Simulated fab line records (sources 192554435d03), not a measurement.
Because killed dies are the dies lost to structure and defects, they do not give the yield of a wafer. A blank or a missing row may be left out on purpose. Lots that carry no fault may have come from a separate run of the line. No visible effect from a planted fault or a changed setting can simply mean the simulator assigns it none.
fab line records -- flow n5_finfet
record: lots: 5, wafers: 15, last_day: 17
route steps=1938 shown SDB@354 DUMMY_REMOVAL@377 HKMG_FIN@385 PASSIVATION@1936
lots that met no fault: from a run of the same line without faults
start_h: hours from the record's first day to the start of the lot's first wafer shown -- wait_h: hours since the lot's step before -- " unchanged from the row above -- L1.1+2: a single row standing in for several wafers -- - no value, or no start was given -- * or withheld: withheld -- < > ~ a bound
route shown NAME@n: a module of which the file shows steps, and the number in the route of the first -- usual: mean/standard deviation of fault-free wafers -- same: alike in all rows -- chamber/n: place in a boat -- sites: per-site readings -- _std_site: their standard deviation -- _edge_site: mean of outer sites minus mean of inner sites -- radius_mm: how far each site lies from the wafer's centre -- mask NAME#n: copy n -- behind: tool/chamber where the wafer was last shaped -- hold: the reason the lot was held/the length of the hold in hours/how it ended -- device: the transistor (n, p or np) that didn't switch -- end of line: the tests these same wafers got at the end of their route -- a step given without rows: its recipe and nothing more -- killed: count of dies lost to structure and defects at first sort (not the wafer's yield) -- map: per-die view of a wafer (x killed, . not killed, _ where there is no die)
set.NAME: setting as actually run; set.NAME@STEP: the setting as run at that earlier step -- model.NAME: the simulator's own value behind a step, which no gauge read
lots at selected steps of the route; one table per step, one row per wafer
services: from which hour (start_h, from the record's first day; less than 0 if before it) a tool's chamber was out of use, for how many hours, and why
== steps ==
step: N5_SDB_PEB_09
recipe: peb_temp_c: withheld, peb_time_s: 60, resist: CAR-ArF
step: N5_SDB_DEVELOP_10
recipe: develop_time_s: 30, developer: TMAH, resist: CAR-ArF, rinse_liquid: diw, dry: air_spin, dev_temp_c: 23
step: N5_SDB_CD_MEAS_11
recipe: target_cd_nm: 50, landing_energy_ev: 500, detector: se_inlens, polarity: opening
usual: cd_nm: 49.9/0.94
lot.wafer,tool,chamber,start_h,wait_h,cd_nm
L594.1,cd_sem-02,0,68.35,-,49.2
L594.5,cd_sem-02,0,68.35,-,48.2
L594.6,cd_sem-02,0,68.35,-,47.6
L596.1,cd_sem-03,0,76.81,-,50.9
L596.4,cd_sem-03,0,76.81,-,51.1
L596.6,cd_sem-03,0,76.81,-,50.1
L600.1,cd_sem-02,0,106.88,-,49.0
L600.4,cd_sem-02,0,106.88,-,48.6
L600.5,cd_sem-02,0,106.88,-,49.2
L602.1,cd_sem-01,0,112.46,-,48.8
L602.3,cd_sem-01,0,112.46,-,50.5
L602.6,cd_sem-01,0,112.46,-,49.3
L615.1,cd_sem-03,0,192.63,-,49.6
L615.4,cd_sem-03,0,192.63,-,49.2
L615.5,cd_sem-03,0,192.63,-,49.3
step: N5_SDB_OVL_MEAS_12
recipe: points_per_wafer: 44
usual: SDB_OVL: -0.4/0.74
lot.wafer,tool,chamber,start_h,wait_h,SDB_OVL[nm]
L594.1,overlay-01,0,68.38,0.0,-0.1
L594.5,overlay-01,0,68.38,0.0,-0.6
L594.6,overlay-01,0,68.38,0.0,-0.9
L596.1,overlay-01,0,76.84,0.0,0.3
L596.4,overlay-01,0,76.84,0.0,-0.4
L596.6,overlay-01,0,76.84,0.0,-0.7
L600.1,overlay-02,0,106.91,0.0,-0.6
L600.4,overlay-02,0,106.91,0.0,-1.3
L600.5,overlay-02,0,106.91,0.0,-0.8
L602.1,overlay-02,0,112.49,0.0,-0.2
L602.3,overlay-02,0,112.49,0.0,-1.2
L602.6,overlay-02,0,112.49,0.0,-1.5
L615.1,overlay-01,0,192.66,0.0,-0.4
L615.4,overlay-01,0,192.66,0.0,-1.9
L615.5,overlay-01,0,192.66,0.0,-1.7
step: N5_SDB_INSPECT_13
recipe: mode: adi, inspect_instrument: brightfield
usual: raw_defect_count: 77/38
lot.wafer,tool,chamber,start_h,wait_h,raw_defect_count
L594.1,defect_inspect-01,-,68.40,0.0,71
L594.5,defect_inspect-01,-,68.40,0.0,47
L594.6,defect_inspect-01,-,68.40,0.0,37
L596.1,defect_inspect-01,-,76.86,0.0,120
L596.4,defect_inspect-01,-,76.86,0.0,54
L596.6,defect_inspect-01,-,76.86,0.0,49
L600.1,defect_inspect-02,-,106.93,0.0,51
L600.4,defect_inspect-02,-,106.93,0.0,60
L600.5,defect_inspect-02,-,106.93,0.0,54
L602.1,defect_inspect-01,-,112.52,0.0,66
L602.3,defect_inspect-01,-,112.52,0.0,135
L602.6,defect_inspect-01,-,112.52,0.0,53
L615.1,defect_inspect-01,-,192.68,0.0,80
L615.4,defect_inspect-01,-,192.68,0.0,46
L615.5,defect_inspect-01,-,192.68,0.0,62
step: N5_SDB_DESCUM_16
recipe: chemistry: O2, time_s: 7.9, source_power_w: 50, bias_power_w: 20, pressure_mtorr: 20, rf_frequency_hz: 2.712e+07, temp_c: 40, resist: CAR-ArF, o2_flow_sccm: 225
step: N5_SDB_ETCH_17
recipe: chemistry: CF4, target: SiARC, target_depth_a: 234, mask_material: CAR-ArF, time_s: 39, ion_energy_ev: 80, pressure_mtorr: 40, source_w: 545, bias_w: 36, Ar_flow_sccm: 100, cf4_flow_sccm: 100, ends: cleared
step: N5_SDB_ETCH_18
recipe: chemistry: N2/H2, target: SOC, target_depth_a: 1000, overetch_a: 200, mask_material: SiARC, temp_c: 40, time_s: 150, ion_energy_ev: 200, pressure_mtorr: 30, source_w: 840, bias_w: 150, n2_flow_sccm: 200, h2_flow_sccm: 200
usual: drypump_motor_current_A: 5.4/0.4, oes_product_au: 0.72/0.075, rf_vpp_V: 525.2/2, showerhead_plenum_p_Torr: 2.59/0.064, throttle_valve_pct: 17.83/0.24
lot.wafer,tool,chamber,start_h,wait_h,drypump_motor_current_A,oes_product_au,rf_hours_counter_h,rf_vpp_V,showerhead_plenum_p_Torr,throttle_valve_pct
L594.1,rie_diel-01,2,68.51,0.0,6.1,0.85,11,528.6,2.71,17.47
L594.5,rie_diel-01,3,68.51,0.0,5.7,0.88,-,523.1,2.50,17.55
L594.6,rie_diel-01,0,68.51,0.0,5.3,0.83,-,528.1,2.70,17.52
L596.1,rie_diel-04,2,76.97,0.0,5.4,0.81,30,527.6,2.60,17.79
L596.4,rie_diel-04,3,76.97,0.0,5.6,0.81,-,525.4,2.59,17.70
L596.6,rie_diel-04,2,76.97,0.0,5.4,0.81,-,525.9,2.60,17.78
L600.1,rie_diel-02,1,107.04,0.0,4.7,0.76,71,525.2,2.58,17.95
L600.4,rie_diel-02,0,107.04,0.0,5.7,0.64,200,526.1,2.64,18.30
L600.5,rie_diel-02,1,107.04,0.0,4.7,0.76,-,524.8,2.58,17.95
L602.1,rie_diel-02,2,112.78,0.0,5.5,0.67,155,523.6,2.53,17.67
L602.3,rie_diel-02,0,112.78,0.0,5.7,0.63,202,526.2,2.64,18.31
L602.6,rie_diel-02,1,112.78,0.0,4.7,0.75,-,525.2,2.57,17.98
L615.1,rie_diel-04,2,192.78,0.0,5.4,0.76,71,525.4,2.58,17.87
L615.4,rie_diel-04,0,192.78,0.0,5.8,0.63,226,523.5,2.50,17.90
L615.5,rie_diel-04,3,192.78,0.0,5.6,0.75,-,525.2,2.58,17.76
step: N5_SDB_STRIP_19
recipe: chemistry: N2/H2, temp_c: 40, n2_flow_sccm: 200, h2_flow_sccm: 200, rf_frequency_hz: 6e+07
step: N5_SDB_STRIP_21
recipe: chemistry: CF4, resist: SiARC, power_w: 300, bias_power_w: 75, pressure_mtorr: 50, cf4_flow_sccm: 150, rf_frequency_hz: 6e+07
step: N5_SDB_HM_OPEN_20
recipe: chemistry: CH3F/O2, target: SiNx, mask_material: SOC, target_depth_a: 240, stop_on: poly-Si, over_etch_frac: 0.4, ion_energy_ev: 120, pressure_mtorr: 30, source_w: 395, bias_w: 73, Ar_flow_sccm: 150, CH3F_flow_sccm: 30, O2_flow_sccm: 20
usual: drypump_motor_current_A: 5.4/0.4, oes_f_703_au: 0.81/0.083, oes_product_au: 0.66/0.07, rf_vpp_V: 298/3.9, showerhead_plenum_p_Torr: 2.03/0.05, throttle_valve_pct: 16.35/0.21
lot.wafer,tool,chamber,start_h,wait_h,drypump_motor_current_A,oes_f_703_au,oes_product_au,rf_hours_counter_h,rf_vpp_V,showerhead_plenum_p_Torr,throttle_valve_pct
L594.1,rie_diel-01,2,68.66,0.0,6.1,0.95,0.78,11,303,2.13,16.02
L594.5,rie_diel-01,3,68.66,0.0,5.7,0.98,0.80,-,295,1.96,16.07
L594.6,rie_diel-01,0,68.66,0.0,5.3,0.92,0.77,-,307,2.13,16.03
L596.1,rie_diel-04,2,77.12,0.0,5.4,0.92,0.73,30,292,2.04,16.26
L596.4,rie_diel-04,3,77.12,0.0,5.6,0.92,0.74,-,298,2.04,16.26
L596.6,rie_diel-04,2,77.12,0.0,5.4,0.92,0.74,-,293,2.04,16.24
L600.1,rie_diel-02,1,107.20,0.0,4.7,0.84,0.69,71,298,2.03,16.50
L600.4,rie_diel-02,0,107.20,0.0,5.6,0.72,0.59,200,299,2.06,16.70
L600.5,rie_diel-02,1,107.20,0.0,4.7,0.84,0.70,-,297,2.03,16.50
L602.1,rie_diel-02,2,112.94,0.0,5.5,0.74,0.62,155,303,2.00,16.26
L602.3,rie_diel-02,0,112.94,0.0,5.6,0.72,0.58,202,299,2.06,16.71
L602.6,rie_diel-02,1,112.94,0.0,4.7,0.84,0.70,-,299,2.03,16.51
L615.1,rie_diel-04,2,192.94,0.0,5.4,0.85,0.70,72,293,2.03,16.31
L615.4,rie_diel-04,0,192.94,0.0,5.7,0.71,0.59,226,294,1.97,16.54
L615.5,rie_diel-04,3,192.94,0.0,5.6,0.86,0.71,-,296,2.03,16.30
step: N5_SDB_STRIP_22
recipe: chemistry: N2/H2, power_w: 1000, temp_c: 250, h2_frac: 0.65, overash_fraction: 0.3, pressure_mtorr: withheld, n2_flow_sccm: 1750, h2_flow_sccm: 3250
step: N5_SDB_PRECLEAN_23
recipe: chemistry: dHF, time_s: 30, temp_c: 25, dilution: withheld
lot.wafer,tool,chamber,start_h,wait_h
L594.1+5+6,wet_bench-03,"6,0,2",68.89,0.1
L596.1+4+6,wet_bench-06,"5,7,3",77.36,0.1
L600.1+4+5,wet_bench-06,"2,6,3",107.42,0.1
L602.1+3+6,wet_bench-05,"0,3,4",113.21,0.1
L615.1+4+5,wet_bench-03,"1,0,5",193.17,0.1
step: N5_SDB_DUMMY_REMOVE_24
recipe: chemistry: TMAH, temp_c: 70, target: poly-Si, stop_on: SiO2, target_depth_nm: 142, conc_wt_pct: 5, time_s: 57, dry: ipa_marangoni, rinse_time_s: 30, rinse_temp_c: 23
step: N5_SDB_ETCH_25
recipe: chemistry: C4F6/O2, target: SiO2, target_depth_a: 100, time_s: 3.3, ion_energy_ev: 250, mask_material: SiNx, pressure_mtorr: 30, source_w: 345, bias_w: 185, Ar_flow_sccm: 300, C4F6_flow_sccm: 10, O2_flow_sccm: 10
usual: drypump_motor_current_A: 5.5/0.4, oes_f_703_au: 0.81/0.082, oes_product_au: 0.81/0.086, rf_vpp_V: 668/9, showerhead_plenum_p_Torr: 2.90/0.076, throttle_valve_pct: 21.15/0.18
lot.wafer,tool,chamber,start_h,wait_h,drypump_motor_current_A,oes_f_703_au,oes_product_au,rf_hours_counter_h,rf_vpp_V,showerhead_plenum_p_Torr,throttle_valve_pct
L594.1,rie_diel-02,2,69.23,0.3,5.5,0.76,0.76,139,680,2.85,21.04
L594.5,rie_diel-02,2,69.23,0.3,5.5,0.76,0.76,-,679,2.85,21.03
L594.6,rie_diel-02,1,69.23,0.3,4.7,0.86,0.88,-,666,2.89,21.39
L596.1,rie_diel-02,0,77.43,0.0,5.6,0.73,0.72,189,666,2.93,21.49
L596.4,rie_diel-02,3,77.43,0.0,5.1,0.77,0.76,138,669,2.97,21.06
L596.6,rie_diel-02,2,77.43,0.0,5.5,0.75,0.75,-,679,2.85,21.04
L600.1,rie_diel-04,2,107.50,0.0,5.4,0.91,0.90,41,653,2.90,21.16
L600.4,rie_diel-04,1,107.50,0.0,5.4,0.95,0.95,8,654,2.80,21.05
L600.5,rie_diel-04,1,107.50,0.0,5.4,0.95,0.95,-,653,2.80,21.05
L602.1,rie_diel-01,2,113.38,0.1,6.1,0.91,0.92,25,676,3.02,20.92
L602.3,rie_diel-01,3,113.38,0.1,5.7,0.93,0.94,16,659,2.79,20.95
L602.6,rie_diel-01,3,113.38,0.1,5.7,0.94,0.94,-,661,2.79,20.94
L615.1,rie_diel-04,0,193.24,0.0,5.7,0.71,0.71,226,660,2.80,21.25
L615.4,rie_diel-04,1,193.24,0.0,5.4,0.88,0.88,38,654,2.78,21.11
L615.5,rie_diel-04,0,193.24,0.0,5.8,0.71,0.70,-,660,2.80,21.29
step: N5_SDB_CUT_ETCH_26
recipe: chemistry: HBr/Cl2/O2, target: Si, target_depth_a: 1296, bt_time_s: 20, mask_material: SiNx, time_s: 51.8, ion_energy_ev: *, bias_w: *, pressure_mtorr: 10, icp_w: 800, HBr_flow_sccm: 150, Cl2_flow_sccm: 80, O2_flow_sccm: 12
step: N5_SDB_PRECLEAN_38
recipe: chemistry: dHF, time_s: 10, dilution: 750:1, temp_c: 25
step: N5_SDB_PRECLEAN_39
recipe: chemistry: O3/DIW, time_s: 45, temp_c: 22, o3_ppm: 10
step: N5_SDB_SRD_28
recipe: dry: ipa_marangoni, time_s: 30, temp_c: 23, rinse_liquid: diw
step: N5_SDB_ALD_29
recipe: material: SiNx, target_thk_a: 300, temp_c: 400, ald_precursor_family: SiH2I2, ald_co_reactant: N2/H2-plasma, pulse_time_s: 1, ald_cycles: 600, purge_time_s: 2, co_reactant_purge_time_s: 2, pressure_torr: 2
step: N5_SDB_CMP_30
recipe: stop_on: poly-Si, t_overpolish_s: 1.54, post_cmp_clean: alkaline_brush, down_force_psi: 4.1491, platen_rpm: 51.796, pad_velocity_m_s: 1.0306, target_thk_nm: 30
step: N5_SDB_THK_MEAS_31
recipe: reads: a-Si_of_DUMMY_GATE_CVD_03
usual: SDB_THK: 64.3/0.96
lot.wafer,tool,chamber,start_h,wait_h,SDB_THK[nm]
L594.1,film_metro-02,-,72.60,-,64.6
L594.5,film_metro-02,-,72.60,-,64.6
L594.6,film_metro-02,-,72.60,-,64.4
L596.1,film_metro-02,-,80.73,-,64.0
L596.4,film_metro-02,-,80.73,-,62.9
L596.6,film_metro-02,-,80.73,-,63.8
L600.1,film_metro-01,-,111.96,-,64.6
L600.4,film_metro-01,-,111.96,-,64.8
L600.5,film_metro-01,-,111.96,-,65.8
L602.1,film_metro-01,-,116.67,-,64.6
L602.3,film_metro-01,-,116.67,-,65.3
L602.6,film_metro-01,-,116.67,-,65.1
L615.1,film_metro-02,-,196.54,-,62.7
L615.4,film_metro-02,-,196.54,-,64.8
L615.5,film_metro-02,-,196.54,-,63.1
step: N5_DUMMY_REMOVAL_HM_STRIP_01
recipe: chemistry: CH3F/O2, material: SiNx, target_depth_a: 40, stop_on: poly-Si, time_s: 6.8, over_etch_frac: 0.3, ion_energy_ev: 60, power_w: 410, bias_w: 29, Ar_flow_sccm: 150, CH3F_flow_sccm: 30, O2_flow_sccm: 20
step: N5_DUMMY_REMOVAL_STRIP_10
recipe: chemistry: N2/H2, time_s: 40, power_w: 100, temp_c: 40, pressure_mtorr: 100, rf_frequency_hz: 6e+07, bias_power_w: 3, n2_flow_sccm: 300, h2_flow_sccm: 300
step: N5_DUMMY_REMOVAL_PRECLEAN_07
recipe: chemistry: dHF, time_s: 30, temp_c: 25, dilution: withheld
step: N5_DUMMY_REMOVAL_DUMMY_REMOVE_02
recipe: chemistry: TMAH, temp_c: 70, target: poly-Si, stop_on: SiO2, target_depth_nm: 142, conc_wt_pct: 5, time_s: 57, dry: ipa_marangoni, rinse_time_s: 30, rinse_temp_c: 23
step: N5_DUMMY_REMOVAL_PRECLEAN_08
recipe: chemistry: NF3:NH3, afs_cycles: 2, temp_c: 30, time_s: 20, sublimation_temp_c: 180, sublimation_time_s: 60, pressure_torr: 3, rf_power_w: 30
step: N5_DUMMY_REMOVAL_PRECLEAN_04
recipe: chemistry: DHF, time_s: 37, temp_c: 25, dilution: 500:1
step: N5_DUMMY_REMOVAL_SRD_05
recipe: dry: ipa_marangoni, do_ppb: 5, time_s: 30, temp_c: 23, rinse_liquid: diw
step: N5_HKMG_FIN_IL_REGROW_00
recipe: material: SiO2, target_thk_a: 7.5, chemistry: O3, temp_c: withheld, time_s: 30
step: N5_HKMG_FIN_HK_ALD_01
recipe: material: HfO2, target_thk_a: 16, temp_c: withheld, ald_precursor_family: HfCl4, ald_co_reactant: H2O, pulse_time_s: 3, purge_time_s: 3, co_reactant_purge_time_s: 2.5, co_reactant_pulse_time_s: 0.3, ald_cycles: 30
usual: precursor_pulse_height_rel: 1.001/0.02
same: pulse_time_s: 3
lot.wafer,tool,chamber,start_h,wait_h,precursor_pulse_height_rel
L594.1,ald_hk-02,2,73.22,0.0,1.014
L594.5,ald_hk-02,3,73.22,0.0,1.001
L594.6,ald_hk-02,0,73.22,0.0,1.005
L596.1,ald_hk-02,2,81.34,0.0,0.999
L596.4,ald_hk-02,3,81.34,0.0,1.015
L596.6,ald_hk-02,3,81.34,0.0,1.056
L600.1,ald_hk-02,0,112.57,0.0,0.970
L600.4,ald_hk-02,1,112.57,0.0,0.992
L600.5,ald_hk-02,3,112.57,0.0,1.002
L602.1,ald_hk-03,3,117.28,0.0,1.012
L602.3,ald_hk-03,1,117.28,0.0,1.005
L602.6,ald_hk-03,3,117.28,0.0,1.029
L615.1,ald_hk-02,1,197.15,0.0,1.021
L615.4,ald_hk-02,0,197.15,0.0,1.019
L615.5,ald_hk-02,2,197.15,0.0,1.008
step: N5_HKMG_FIN_HK_ANNEAL_02
recipe: temp_c: 700, time_s: 30, ambient: N2, idle_temp_c: 600, ramp_up_c_per_s: 150, ramp_down_c_per_s: 60, cool_to_c: 600
usual: lamp_power_pct: 8.80/0.054, wafer_temp_C_max: 702.9/0.66
lot.wafer,tool,chamber,start_h,wait_h,lamp_power_pct,wafer_temp_C_max
L594.1,rtp_anneal-01,0,73.40,0.1,8.75,703.8
L594.5,rtp_anneal-01,0,73.40,0.1,8.76,703.2
L594.6,rtp_anneal-01,0,73.40,0.1,8.93,703.1
L596.1,rtp_anneal-01,0,81.53,0.1,8.71,703.8
L596.4,rtp_anneal-01,0,81.53,0.1,8.77,702.9
L596.6,rtp_anneal-01,0,81.53,0.1,8.83,703.0
L600.1,rtp_anneal-01,0,112.83,0.2,8.82,703.9
L600.4,rtp_anneal-01,0,112.83,0.2,8.76,703.9
L600.5,rtp_anneal-01,0,112.83,0.2,8.73,704.1
L602.1,rtp_anneal-02,0,117.47,0.1,8.73,702.5
L602.3,rtp_anneal-02,0,117.47,0.1,8.74,702.9
L602.6,rtp_anneal-02,0,117.47,0.1,8.83,703.6
L615.1,rtp_anneal-01,0,197.34,0.1,8.88,702.9
L615.4,rtp_anneal-01,0,197.34,0.1,8.77,703.1
L615.5,rtp_anneal-01,0,197.34,0.1,8.77,702.8
step: N5_HKMG_FIN_ALD_74
recipe: material: La2O3, target_thk_a: 5, temp_c: 250, ald_precursor_family: La-Cp, ald_co_reactant: O3, pulse_time_s: 6, co_reactant_pulse_time_s: 1, purge_time_s: 3, co_reactant_purge_time_s: 3
step: N5_HKMG_FIN_ALD_75
recipe: material: Al2O3, target_thk_a: 10, temp_c: 150, ald_precursor_family: TMA, ald_co_reactant: H2O, pulse_time_s: withheld, co_reactant_pulse_time_s: 1
step: N5_HKMG_FIN_COAT_41
recipe: resist: SOC, temp_c: 250, time_s: 60, spin_rpm: 1500, resist_thk_nm: 300
step: N5_HKMG_FIN_COAT_42
recipe: resist: SiARC, temp_c: 220, time_s: 60, spin_rpm: 1500, resist_thk_nm: 35
step: N5_HKMG_FIN_COAT_43
recipe: resist: CAR-ArF, spin_rpm: 1500, resist_thk_nm: 90
step: N5_HKMG_FIN_EBR_45
recipe: solvent: PGMEA, ebr_width_mm: 1.5
step: N5_HKMG_FIN_SOFTBAKE_44
recipe: temp_c: 110, time_s: 60, resist: CAR-ArF
step: N5_HKMG_FIN_EXPOSE_46
recipe: mask_id: NDIPOLE, na: 1.35, source_shape: conventional, sigma_outer: 0.8, polarization: unpolarized, dose_mj: 40
step: N5_PASSIVATION_PROBE_49
usual: defect_limited_yield: 91.2/1.4, killed_at_M0_to_M3: 34/10, killed_at_M4_up: 13/5.1, killed_at_contacts: 12/6.5, killed_at_front_end: 41/11, killed_at_other: 4/3.3, killed_dies: 104/16, killed_on_rim: 14/3.9, killed_open: 69/13, killed_short: 33/7, sort_bin_5_function: 5.1/0.91, sort_bin_6_memory: 3.3/0.69, sort_n_pass: 1076/16, sort_yield_pct: 91.2/1.4
same: gross_dies: 1180, killed_at_back_side: 0, sort_bin_4_leakage[%]: 0, sort_bin_8_speed[%]: 0
lot.wafer,tool,chamber,start_h,wait_h,defect_limited_yield[%],killed_at_M0_to_M3,killed_at_M4_up,killed_at_contacts,killed_at_front_end,killed_at_other,killed_dies,killed_on_rim,killed_open,killed_short,sort_bin_5_function[%],sort_bin_6_memory[%],sort_n_pass,sort_yield_pct[%]
L600.1,prober-01,-,319.85,0.0,89.9,40,19,24,35,1,119,17,83,35,6.1,3.6,1061,89.9
L600.4,prober-01,-,320.00,0.2,91.0,21,20,21,40,4,106,11,65,39,5.5,3.4,1074,91.0
L600.5,prober-01,-,320.05,0.2,89.2,25,13,25,55,10,128,22,81,47,5.5,4.9,1052,89.2
L615.1,prober-01,-,410.35,0.0,91.7,38,9,13,35,3,98,15,72,26,4.8,3.2,1082,91.7
L615.4,prober-01,-,410.50,0.2,81.5,60,8,5,141,4,218,27,85,32,11.7,5.0,962,81.5
L615.5,prober-01,-,410.55,0.2,92.0,39,14,7,31,3,94,16,55,38,4.3,3.4,1086,92.0
killed by level:class
L600.1 MOL_CONTACT_COAG:geometric_particle:open=18 BEOL_M4:geometric_particle:open=14 STI_FIN_REVEAL:geometric_particle:open=9 BEOL_M2:geometric_particle:open=9 BEOL_M1:geometric_particle:open=8 FIN_SAQP:geometric_particle:open=6 MOL_CONTACT_COAG:geometric_particle:short=6 BEOL_M0_SAQP:geometric_particle:open=6
L600.4 MOL_CONTACT_COAG:geometric_particle:open=14 BEOL_M4:geometric_particle:open=13 GATE_CUT:geometric_particle:short=10 MOL_CONTACT_COAG:geometric_particle:short=7 BEOL_M0_SAQP:geometric_particle:short=6 FIN_SAQP:geometric_particle:open=5 FIN_SAQP:geometric_particle:short=5 BEOL_M0_SAQP:geometric_particle:open=5
L600.5 MOL_CONTACT_COAG:geometric_particle:open=19 FIN_SAQP:geometric_particle:open=13 FIN_SAQP:geometric_particle:short=8 STI_FIN_REVEAL:geometric_particle:open=8 BEOL_M4:geometric_particle:open=8 BEOL_M2:geometric_particle:open=7 STARTING-WAFER:geometric_particle:short=7 MOL_CONTACT_COAG:geometric_particle:short=6
L615.1 STI_FIN_REVEAL:geometric_particle:open=13 FIN_SAQP:geometric_particle:open=11 BEOL_M1:geometric_particle:open=10 MOL_CONTACT_COAG:geometric_particle:open=9 BEOL_M0_SAQP:geometric_particle:short=6 BEOL_M2:geometric_particle:open=6 BEOL_M3:geometric_particle:open=6 MOL_CONTACT_COAG:geometric_particle:short=4
L615.4 SDB:unspecified=101 STI_FIN_REVEAL:geometric_particle:open=14 BEOL_M2:geometric_particle:open=14 BEOL_M0_SAQP:geometric_particle:open=13 BEOL_M3:geometric_particle:open=12 BEOL_M1:geometric_particle:open=9 FIN_SAQP:geometric_particle:short=8 BEOL_M0_SAQP:geometric_particle:short=7
L615.5 BEOL_M0_SAQP:geometric_particle:open=13 BEOL_M0_SAQP:geometric_particle:short=12 FIN_SAQP:geometric_particle:short=9 BEOL_M4:geometric_particle:open=6 STI_FIN_REVEAL:geometric_particle:open=5 MOL_CONTACT_COAG:geometric_particle:open=5 BEOL_M2:geometric_particle:open=5 FIN_SAQP:geometric_particle:open=3
map L615.4 (x killed, . not)
_________________x.x..x.xxxxx________________
______________.....x...x.xxxxxxx_____________
___________..........xx.xxxxxxxxxx.__________
__________............xxxxxxxxxxxx.._________
________.x.xx....x.x.xxxxxxxxxxxxxxxx._______
_______..............xxxxxxxxxxxxx.....______
______....x...........xxxxxxxxxxxx......_____
_____...x...x............xxxxxxxxxx..x...____
____................x..xxxxx.xxxxxx.......___
___...........x.x.xx.x...xxxxxx..x.xx......__
___........x...................x..x...x....__
__........x...x.......x...x................._
__...x....x.......x....................x...._
_................................x...........
_........................................x...
_x..x..xx......x.........x.....x.x...........
_............................x............x..
_.....x...x....x.x.....x.x...................
_............................x...xx..........
_.x...x...x........xxxx...................x..
_............................................
__...................x......x.....x.......x._
__....x.......x.........x............x......_
___.......x.................x..............__
___......xx...x......x..............x...xx.__
____...........x...............xx.........___
_____....x....x....................x.....____
______..x........x.......x...x.........x_____
_______....x......x..x.x......x..x...x.______
________..................x.x........._______
__________......xx....x............._________
___________............x.x.x..xx...__________
______________.x.x..x..........._____________
_________________......xx....________________
map L594.5 (x killed, . not)
_________________x...........________________
______________.x............x..._____________
___________x.......xxx.......x.x...__________
__________..x......................._________
________.x...x..xx...x.............x.._______
_______...........x.x..................______
______..........x..............x........_____
_____.......x...x..........x........x....____
____.........x.........xx.................___
___.......x..............x.................__
___.x............x....x......x.............__
__............x............................._
__...........xx............................._
_.......................x....................
_xx.....................x........x..x........
_.x.....................x....x.......x.......
_.x.................x.x...........x...x......
_................................x....x......
_..x....x.......x....x..x................x...
_......x.......x......x....x...x..........x..
_..................x......x..x...............
__x...x....................x.xx.x.....xx...._
__...........x....x...............x....x...._
___..x.x.xx................x...xx........x.__
___...x............x...............x......x__
____.....x...x........x......x......x..x..___
_____.x................xx.....x.....x...x____
______.x........x.....x......x.........._____
_______...............................x______
________......x...........x..........._______
__________....x...................x._________
___________..............x.........__________
______________.................._____________
_________________..x.xx...x..________________
== services ==
tool,chamber,start_h,hours,kind
rie_diel-01,3,44.76,-,clean
rie_diel-01,3,44.76,-,consumable_replace:focus_ring
rie_diel-01,3,44.76,18.8,scheduled_down
rie_diel-01,3,44.76,18.8,vent_cycle
rie_diel-04,1,51.96,-,clean
rie_diel-04,1,51.96,-,consumable_replace:focus_ring
rie_diel-04,1,51.96,30.9,scheduled_down
rie_diel-04,1,51.96,30.9,vent_cycle
rie_diel-04,-,89.16,0.4,repair
rie_diel-02,0,113.52,7.3,repair
ald_hk-02,-,118.86,0.3,repair
rie_diel-01,1,136.85,10.3,repair
rie_diel-02,1,137.28,9.5,repair
rie_diel-04,3,144.66,14.2,repair
rtp_anneal-01,-,145.39,6.2,pm
ald_hk-03,-,150.49,8.7,pm
rie_diel-02,-,159.50,1.4,repair
rie_diel-01,0,183.85,7.7,repair
rie_diel-02,3,195.74,3.8,repair
== key ==
first_sign: step: N5_PASSIVATION_PROBE_49, reading: killed_at_front_end, direction: up, sigmas: 8.9, usual: 41, struck: 141
effect: step: N5_PASSIVATION_PROBE_49, reading: killed_dies, direction: up, sigmas: 6.9, usual: 104, struck: 218
more_kills_born_at: N5_SDB_PRECLEAN_23@wet_bench-03: 101
met_at N5_SDB_PRECLEAN_23
struck_wafers L615.4
onset_between 68.89 193.17
fault: kind: chamber_particle_source, tool: wet_bench-03, chamber: 0, onset_h: 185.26, steps: N5_SDB_PRECLEAN_23, rate_per_visit_cm2: 0.81935, end_h: 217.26
